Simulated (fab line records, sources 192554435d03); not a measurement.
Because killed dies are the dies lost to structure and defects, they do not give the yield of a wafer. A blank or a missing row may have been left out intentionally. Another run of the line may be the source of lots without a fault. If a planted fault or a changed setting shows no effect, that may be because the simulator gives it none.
fab line records ; flow n5_finfet ; part 1 of 2: steps 1 to 5 of 6
record: lots: 10; wafers: 27; last_day: 17
route steps=1938 shown HKMG_FIN@413 BEOL_M4@1094 PASSIVATION@1936
lots that met no fault: from a run of the same line without faults
start_h: hours from the record's opening day to when the first of the lot's shown wafers began ; wait_h: time in hours since the lot's previous step ; " as in the row above ; L1.1+2: several wafers, shown together as one row ; - either no value or no given start ; * or withheld: withheld ; < > ~ a bound
route shown NAME@n: names a module that has steps shown in the file, with the first one's number in the route ; usual: mean and standard deviation over wafers with no fault ; same: alike in all rows ; chamber/n: place in a boat ; sites: readings site by site ; _std_site: how widely they spread, as a standard deviation ; _edge_site: outer sites' mean less inner sites' ; radius_mm: for every site, how far away it sits from the centre of the wafer ; mask NAME#n: copy n ; behind: the last tool/chamber to shape the wafer ; hold: the reason the lot was held/the length of the hold in hours/how it ended ; device: the n, p or np transistor that did not switch ; end of line: tests of these same wafers at the route's end ; where a step has no rows: the recipe by itself ; killed: not the wafer's yield, but the dies lost to structure and defects at the first sort ; map: a wafer's dies, x killed, . not, _ none there
set.NAME: the setting as run; set.NAME@STEP: as run at that earlier step ; model.NAME: the simulator's own value behind a step, which no gauge read
one table for each step of the route and one row for each wafer, over a sample of lots
services: when a tool's chamber went out of use (start_h, in hours from the record's first day, below 0 if earlier), for how many hours, and the reason
== steps ==
step: N5_HKMG_FIN_CVD_62
recipe: material: a-Si; target_thk_a: 30; temp_c: 500; precursor: Si2H6; pressure_torr: 1; time_s: 20.8
usual: heater_power_w: 1418/200
lot.wafer;tool;chamber;start_h;wait_h;heater_power_w
L894.2;thermal_cvd_si-02;1;79.94;0.2;1448
L894.5;thermal_cvd_si-02;2;79.94;0.2;1354
L894.6;thermal_cvd_si-02;1;79.94;0.2;1422
L895.1;thermal_cvd_si-01;1;84.73;0.2;1826
L895.2;thermal_cvd_si-01;0;84.73;0.2;1290
L895.4;thermal_cvd_si-01;0;84.73;0.2;1348
L897.3;thermal_cvd_si-01;2;97.80;0.2;1322
L897.4;thermal_cvd_si-01;1;97.80;0.2;1782
L897.5;thermal_cvd_si-01;2;97.80;0.2;1349
L901.2;thermal_cvd_si-01;2;122.37;0.2;1364
L901.4;thermal_cvd_si-01;1;122.37;0.2;1814
L901.5;thermal_cvd_si-01;0;122.37;0.2;1338
L903.1;thermal_cvd_si-01;1;135.89;0.2;1768
L903.5;thermal_cvd_si-01;1;135.89;0.2;1750
L903.6;thermal_cvd_si-01;0;135.89;0.2;1344
L905.1;thermal_cvd_si-01;1;148.04;0.2;1751
L905.3;thermal_cvd_si-01;1;148.04;0.2;1781
L905.5;thermal_cvd_si-01;1;148.04;0.2;1833
L907.1;thermal_cvd_si-01;1;157.36;0.2;1780
L907.2;thermal_cvd_si-01;0;157.36;0.2;1375
L907.5;thermal_cvd_si-01;0;157.36;0.2;1378
L912.3;thermal_cvd_si-01;0;191.24;0.2;1361
L912.6;thermal_cvd_si-01;1;191.24;0.2;1772
L914.1;thermal_cvd_si-01;0;199.65;0.2;1368
L914.6;thermal_cvd_si-01;2;199.65;0.2;1366
L916.3;thermal_cvd_si-01;1;212.14;0.2;1840
L916.6;thermal_cvd_si-01;0;212.14;0.2;1321
step: N5_BEOL_M4_SPUTTER_90
recipe: material: Cu; target_thk_a: 45; temp_c: -20; chamber_pressure_pa: 0.07; power_w: withheld; time_s: 8.29
usual: chuck_gas_flow_sccm: 1.27/0.053; throttle_valve_pct: 30.1/0.92
lot.wafer;tool;chamber;start_h;wait_h;chuck_gas_flow_sccm;throttle_valve_pct
L894.2;pvd_sputter-01;-;173.60;0.1;1.27;30.6
L894.5;pvd_sputter-01;-;173.60;0.1;1.28;29.6
L894.6;pvd_sputter-01;-;173.60;0.1;1.25;29.9
L895.1;pvd_sputter-03;-;184.26;0.1;1.30;28.9
L895.2;pvd_sputter-03;-;184.26;0.1;1.26;30.8
L895.4;pvd_sputter-03;-;184.26;0.1;1.20;30.9
L897.3;pvd_sputter-01;-;199.00;0.1;1.25;30.0
L897.4;pvd_sputter-01;-;199.00;0.1;1.26;29.4
L897.5;pvd_sputter-01;-;199.00;0.1;1.25;30.5
L901.2;pvd_sputter-01;-;225.26;0.1;1.26;29.8
L901.4;pvd_sputter-01;-;225.26;0.1;1.19;29.9
L901.5;pvd_sputter-01;-;225.26;0.1;1.28;29.7
L903.1;pvd_sputter-03;-;233.10;0.1;1.24;29.3
L903.5;pvd_sputter-03;-;233.10;0.1;1.26;31.3
L903.6;pvd_sputter-03;-;233.10;0.1;1.23;29.3
L905.1;pvd_sputter-02;-;249.00;0.1;1.21;28.9
L905.3;pvd_sputter-02;-;249.00;0.1;1.21;29.2
L905.5;pvd_sputter-02;-;249.00;0.1;1.15;29.1
L907.1;pvd_sputter-02;-;252.00;0.1;1.29;29.1
L907.2;pvd_sputter-02;-;252.00;0.1;1.32;29.1
L907.5;pvd_sputter-02;-;252.00;0.1;1.24;29.2
L912.3;pvd_sputter-03;-;282.30;0.1;1.18;30.9
L912.6;pvd_sputter-03;-;282.30;0.1;1.25;29.0
L914.1;pvd_sputter-01;-;298.98;0.1;1.18;29.5
L914.6;pvd_sputter-01;-;298.98;0.1;1.19;31.8
L916.3;pvd_sputter-01;-;308.27;0.1;1.23;30.7
L916.6;pvd_sputter-01;-;308.27;0.1;1.28;29.7
step: N5_BEOL_M4_SPUTTER_94
recipe: material: Cu; target_thk_a: 45; temp_c: -20; chamber_pressure_pa: 0.07; power_w: withheld; time_s: 8.29
usual: chuck_gas_flow_sccm: 1.26/0.058; throttle_valve_pct: 30.1/0.94
lot.wafer;tool;chamber;start_h;wait_h;chuck_gas_flow_sccm;throttle_valve_pct
L894.2;pvd_sputter-01;-;174.04;0.1;1.30;31.0
L894.5;pvd_sputter-01;-;174.04;0.1;1.30;29.7
L894.6;pvd_sputter-01;-;174.04;0.1;1.37;30.1
L895.1;pvd_sputter-03;-;184.70;0.1;1.09;28.5
L895.2;pvd_sputter-03;-;184.70;0.1;1.20;30.8
L895.4;pvd_sputter-03;-;184.70;0.1;1.25;31.0
L897.3;pvd_sputter-01;-;199.44;0.1;1.29;29.6
L897.4;pvd_sputter-01;-;199.44;0.1;1.26;29.4
L897.5;pvd_sputter-01;-;199.44;0.1;1.15;30.6
L901.2;pvd_sputter-01;-;225.70;0.1;1.21;29.6
L901.4;pvd_sputter-01;-;225.70;0.1;1.29;30.3
L901.5;pvd_sputter-01;-;225.70;0.1;1.30;29.3
L903.1;pvd_sputter-03;-;233.54;0.1;1.34;29.3
L903.5;pvd_sputter-03;-;233.54;0.1;1.37;31.1
L903.6;pvd_sputter-03;-;233.54;0.1;1.27;29.1
L905.1;pvd_sputter-02;-;249.44;0.1;1.25;29.0
L905.3;pvd_sputter-02;-;249.44;0.1;1.23;29.0
L905.5;pvd_sputter-02;-;249.44;0.1;1.22;29.1
L907.1;pvd_sputter-02;-;252.44;0.1;1.26;29.2
L907.2;pvd_sputter-02;-;252.44;0.1;1.36;28.8
L907.5;pvd_sputter-02;-;252.44;0.1;1.28;29.0
L912.3;pvd_sputter-03;-;282.74;0.1;1.28;30.8
L912.6;pvd_sputter-03;-;282.74;0.1;1.24;29.3
L914.1;pvd_sputter-01;-;299.42;0.1;1.25;30.1
L914.6;pvd_sputter-01;-;299.42;0.1;1.32;31.7
L916.3;pvd_sputter-01;-;308.71;0.1;1.27;30.7
L916.6;pvd_sputter-01;-;308.71;0.1;1.21;29.7
step: N5_BEOL_M4_SPUTTER_96
recipe: material: Cu; target_thk_a: 45; temp_c: -20; chamber_pressure_pa: 0.07; power_w: withheld; time_s: 8.29
usual: chuck_gas_flow_sccm: 1.25/0.05; throttle_valve_pct: 30.1/0.93
lot.wafer;tool;chamber;start_h;wait_h;chuck_gas_flow_sccm;throttle_valve_pct
L894.2;pvd_sputter-01;-;174.26;0.1;1.27;30.4
L894.5;pvd_sputter-01;-;174.26;0.1;1.27;29.2
L894.6;pvd_sputter-01;-;174.26;0.1;1.27;30.0
L895.1;pvd_sputter-03;-;184.92;0.1;1.28;28.3
L895.2;pvd_sputter-03;-;184.92;0.1;1.28;30.9
L895.4;pvd_sputter-03;-;184.92;0.1;1.27;31.3
L897.3;pvd_sputter-01;-;199.66;0.1;1.23;29.8
L897.4;pvd_sputter-01;-;199.66;0.1;1.27;29.4
L897.5;pvd_sputter-01;-;199.66;0.1;1.26;30.6
L901.2;pvd_sputter-01;-;225.92;0.1;1.23;29.8
L901.4;pvd_sputter-01;-;225.92;0.1;1.28;29.8
L901.5;pvd_sputter-01;-;225.92;0.1;1.29;29.5
L903.1;pvd_sputter-03;-;233.76;0.1;1.21;29.4
L903.5;pvd_sputter-03;-;233.76;0.1;1.32;31.1
L903.6;pvd_sputter-03;-;233.76;0.1;1.27;29.3
L905.1;pvd_sputter-02;-;249.66;0.1;1.20;28.7
L905.3;pvd_sputter-02;-;249.66;0.1;1.25;29.2
L905.5;pvd_sputter-02;-;249.66;0.1;1.18;29.1
L907.1;pvd_sputter-02;-;252.66;0.1;1.31;29.2
L907.2;pvd_sputter-02;-;252.66;0.1;1.27;29.1
L907.5;pvd_sputter-02;-;252.66;0.1;1.34;28.8
L912.3;pvd_sputter-03;-;282.96;0.1;1.29;30.4
L912.6;pvd_sputter-03;-;282.96;0.1;1.23;29.2
L914.1;pvd_sputter-01;-;299.64;0.1;1.24;29.9
L914.6;pvd_sputter-01;-;299.64;0.1;1.22;31.6
L916.3;pvd_sputter-01;-;308.93;0.1;1.29;30.8
L916.6;pvd_sputter-01;-;308.93;0.1;1.28;29.5
step: N5_BEOL_M4_RC_MEAS_101
usual: DIBL_N: 36.1/1.6; DIBL_P: 35.8/2.1; EOT_P: 10.47/0.095; IGATE_P: 0.0038/0.00055; IOFF_N: 0.16/0.031; IOFF_N_85C: 3.1/0.51; IOFF_N_LIN: 0.074/0.012; IOFF_N_LONG: 5.54e-05/2.4e-06; IOFF_P: 0.21/0.034; IOFF_P_85C: 3.6/0.51; IOFF_P_LIN: 0.099/0.013; IOFF_P_LONG: 0.000106/9.2e-06; ION_N: 673/12; ION_P: 461/7.2; SS_N: 71.4/0.59; SS_P: 73.3/0.63; VT_N: 250/3.1; VT_N_LONG: 274.7/2; VT_N_LVT: 98/3.1; VT_P: -250/3.3; VT_P_LONG: -275.4/3; VT_P_LVT: -98.5/2.8
lot.wafer;tool;chamber;start_h;wait_h;DIBL_N[mV/V];DIBL_P[mV/V];EOT_P;IGATE_P[nA/um];IOFF_N[nA/um];IOFF_N_85C[nA/um];IOFF_N_LIN[nA/um];IOFF_N_LONG[nA/um];IOFF_P[nA/um];IOFF_P_85C[nA/um];IOFF_P_LIN[nA/um];IOFF_P_LONG[nA/um];ION_N[uA/um];ION_P[uA/um];SS_N[mV/dec];SS_P[mV/dec];VT_N[mV];VT_N_LONG[mV];VT_N_LVT[mV];VT_P[mV];VT_P_LONG[mV];VT_P_LVT[mV]
L894.2;prober-01;0;175.52;0.2;35.3;35.4;10.54;0.0037;0.15;2.9;0.068;5.39e-05;0.19;3.4;0.092;0.000103;674;457;71.6;73.0;249;278.5;100;-251;-275.2;-101.1
L894.5;prober-01;0;175.52;0.2;38.5;38.8;10.50;0.0037;0.21;3.9;0.090;5.44e-05;0.24;4.1;0.109;0.0001;687;461;72.6;73.6;245;274.7;95;-249;-277.3;-97.1
L894.6;prober-01;0;175.52;0.2;36.4;37.1;10.57;0.0037;0.16;3.2;0.074;5.26e-05;0.23;3.9;0.104;0.000105;674;465;71.7;73.4;250;277.9;98;-247;-273.2;-97.7
L895.1;prober-02;0;186.04;0.0;34.3;33.2;10.59;0.0035;0.11;2.3;0.057;5.4e-05;0.15;2.7;0.075;9.5e-05;661;454;71.0;72.4;254;277.1;102;-255;-277.9;-103.3
L895.2;prober-02;0;186.04;0.0;35.6;35.8;10.47;0.0036;0.13;2.7;0.065;5.28e-05;0.19;3.3;0.090;9e-05;663;458;70.2;73.4;251;274.9;100;-254;-275.6;-99.9
L895.4;prober-02;0;186.04;0.0;35.1;33.9;10.45;0.0042;0.12;2.4;0.059;5.37e-05;0.16;2.8;0.080;9.5e-05;661;460;71.0;72.8;254;276.7;101;-254;-278.3;-101.6
L897.3;prober-02;0;201.06;0.3;36.3;36.9;10.43;0.0041;0.17;3.3;0.078;5.46e-05;0.21;3.7;0.100;0.000103;683;459;71.6;73.3;250;273.3;95;-253;-277.5;-99.9
L897.4;prober-02;0;201.06;0.3;36.1;37.0;10.31;0.0042;0.17;3.4;0.079;5.62e-05;0.21;3.7;0.100;0.000102;677;457;71.6;73.4;249;274.7;96;-253;-280.9;-99.0
L897.5;prober-02;0;201.06;0.3;38.2;39.6;10.31;0.0045;0.23;4.2;0.100;5.46e-05;0.27;4.6;0.121;9.9e-05;687;465;72.3;74.0;243;274.0;91;-249;-276.0;-95.7
L901.2;prober-01;0;228.16;0.2;38.0;38.3;10.47;0.0039;0.17;3.3;0.080;5.48e-05;0.26;4.3;0.120;0.00012;679;480;72.0;73.9;250;275.4;97;-244;-274.6;-94.4
L901.4;prober-01;0;228.16;0.2;37.3;35.4;10.67;0.0031;0.14;2.8;0.068;5.56e-05;0.21;3.5;0.101;0.000114;660;458;71.1;73.1;249;276.6;100;-249;-274.0;-98.1
L901.5;prober-01;0;228.16;0.2;36.9;35.4;10.39;0.0044;0.14;2.7;0.065;5.5e-05;0.21;3.6;0.102;0.000118;664;462;71.9;72.7;253;273.9;101;-248;-274.5;-97.1
L903.1;prober-01;0;234.95;0.0;35.4;36.1;10.42;0.0039;0.14;2.8;0.069;5.22e-05;0.17;3.1;0.085;9.8e-05;667;452;71.0;73.5;253;277.7;101;-256;-281.9;-103.0
L903.5;prober-01;0;234.95;0.0;35.0;35.7;10.42;0.0047;0.14;2.9;0.069;5.21e-05;0.17;3.0;0.083;8.9e-05;676;460;71.0;72.2;251;278.0;98;-255;-279.5;-103.3
L903.6;prober-01;0;234.95;0.0;35.7;36.6;10.46;0.0039;0.14;2.9;0.068;5.04e-05;0.18;3.3;0.088;9.8e-05;664;452;71.4;73.3;254;279.3;100;-255;-280.1;-102.1
L905.1;prober-01;0;250.77;0.0;36.6;36.1;10.60;0.0037;0.16;3.1;0.075;5.6e-05;0.22;3.7;0.103;0.000101;667;463;71.8;73.7;249;275.0;96;-248;-276.9;-96.6
L905.3;prober-01;0;250.77;0.0;36.2;34.7;10.43;0.0045;0.15;2.9;0.067;5.64e-05;0.19;3.3;0.090;9.6e-05;665;457;71.3;72.7;253;272.5;98;-249;-274.4;-98.8
L905.5;prober-01;0;250.77;0.0;33.7;32.1;10.57;0.0027;0.12;2.4;0.060;5.61e-05;0.16;2.9;0.082;0.0001;658;448;70.5;72.8;252;272.3;98;-251;-277.0;-100.7
L907.1;prober-02;0;253.84;0.0;37.1;36.5;10.45;0.0039;0.18;3.5;0.084;5.7e-05;0.21;3.6;0.098;0.000106;686;469;72.0;73.1;246;273.9;96;-251;-276.7;-99.4
L907.2;prober-02;0;253.84;0.0;35.9;36.2;10.65;0.0030;0.16;3.2;0.076;5.55e-05;0.21;3.6;0.098;0.000103;676;464;71.6;73.7;247;270.9;98;-252;-276.3;-99.1
L907.5;prober-02;0;253.84;0.0;36.5;36.0;10.53;0.0035;0.17;3.4;0.080;5.63e-05;0.21;3.5;0.096;0.000109;678;460;71.8;73.5;248;275.0;96;-252;-277.2;-99.7
L912.3;prober-01;0;284.45;0.3;34.9;34.4;10.32;0.0042;0.14;2.7;0.064;5.59e-05;0.20;3.5;0.096;0.000105;658;457;71.2;72.8;252;275.6;100;-249;-274.6;-98.3
L912.6;prober-01;0;284.45;0.3;35.2;35.5;10.70;0.0007;0.00;0.1;0.002;2.25e-05;1.10;14.8;0.528;0.000341;449;517;71.1;73.3;348;372.1;198;-203;-236.4;-50.9
L914.1;prober-01;0;300.74;0.0;36.7;36.7;10.72;0.0009;0.00;0.1;0.002;2.41e-05;1.46;18.9;0.706;0.000379;434;536;71.4;73.8;358;379.0;208;-195;-231.9;-45.1
L914.6;prober-01;0;300.74;0.0;37.3;37.0;10.86;0.0008;0.00;0.1;0.002;2.29e-05;1.52;19.4;0.716;0.000382;432;532;71.9;73.9;360;386.6;209;-197;-231.4;-44.8
L916.3;prober-02;0;310.34;0.3;34.9;36.0;10.38;0.0047;0.16;3.1;0.075;5.73e-05;0.20;3.5;0.097;0.000103;682;463;71.6;73.4;248;272.0;95;-247;-274.3;-97.6
L916.6;prober-02;0;310.34;0.3;36.6;39.3;10.90;0.0007;0.01;0.3;0.005;2.21e-05;1.07;14.2;0.485;0.000274;506;519;72.0;74.1;322;353.5;172;-207;-241.9;-52.6
== key ==
first_sign: step: N5_BEOL_M4_RC_MEAS_101; reading: VT_N_LONG; direction: up; sigmas: 48; usual: 274.7; struck: 372.8
effect: step: N5_BEOL_M4_RC_MEAS_101; reading: IOFF_P_LIN; direction: up; sigmas: 39; usual: 0.099; struck: 0.609
effect: step: N5_BEOL_M4_RC_MEAS_101; reading: VT_N_LVT; direction: up; sigmas: 32; usual: 98; struck: 197
effect: step: N5_BEOL_M4_RC_MEAS_101; reading: VT_N; direction: up; sigmas: 31; usual: 250; struck: 347
effect: step: N5_BEOL_M4_RC_MEAS_101; reading: IOFF_P; direction: up; sigmas: 31; usual: 0.21; struck: 1.29
effect: step: N5_BEOL_M4_RC_MEAS_101; reading: IOFF_P_85C; direction: up; sigmas: 26; usual: 3.6; struck: 16.8
effect: step: N5_BEOL_M4_RC_MEAS_101; reading: IOFF_P_LONG; direction: up; sigmas: 26; usual: 0.000106; struck: 0.000344
effect: step: N5_BEOL_M4_RC_MEAS_101; reading: ION_N; direction: down; sigmas: 19; usual: 673; struck: 455
effect: step: N5_BEOL_M4_RC_MEAS_101; reading: VT_P_LVT; direction: up; sigmas: 18; usual: -98.5; struck: -48.3
effect: step: N5_BEOL_M4_RC_MEAS_101; reading: VT_P; direction: up; sigmas: 15; usual: -250; struck: -201
effect: step: N5_BEOL_M4_RC_MEAS_101; reading: IOFF_N_LONG; direction: down; sigmas: 14; usual: 5.54e-05; struck: 2.29e-05
effect: step: N5_BEOL_M4_RC_MEAS_101; reading: VT_P_LONG; direction: up; sigmas: 14; usual: -275.4; struck: -235.4
effect: step: N5_PASSIVATION_PROBE_49; reading: sort_bin_4_leakage; direction: up; sigmas: 99+; usual: 0; struck: 91.06
met_at N5_HKMG_FIN_CVD_62
struck_lots L912,L914,L916
struck_wafers L912.6,L914.1,L914.6,L916.6
not_acting_at N5_BEOL_M4_SPUTTER_90,N5_BEOL_M4_SPUTTER_94,N5_BEOL_M4_SPUTTER_96
onset_between 157.36 191.24
fault: kind: process_parameter_drift; tool: thermal_cvd_si-01; chamber: -; onset_h: 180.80; steps: N5_HKMG_FIN_CVD_62; channel: time_s; offset: *; shape: step; end_h: 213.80; scope: struck_wafers_only; stated: *
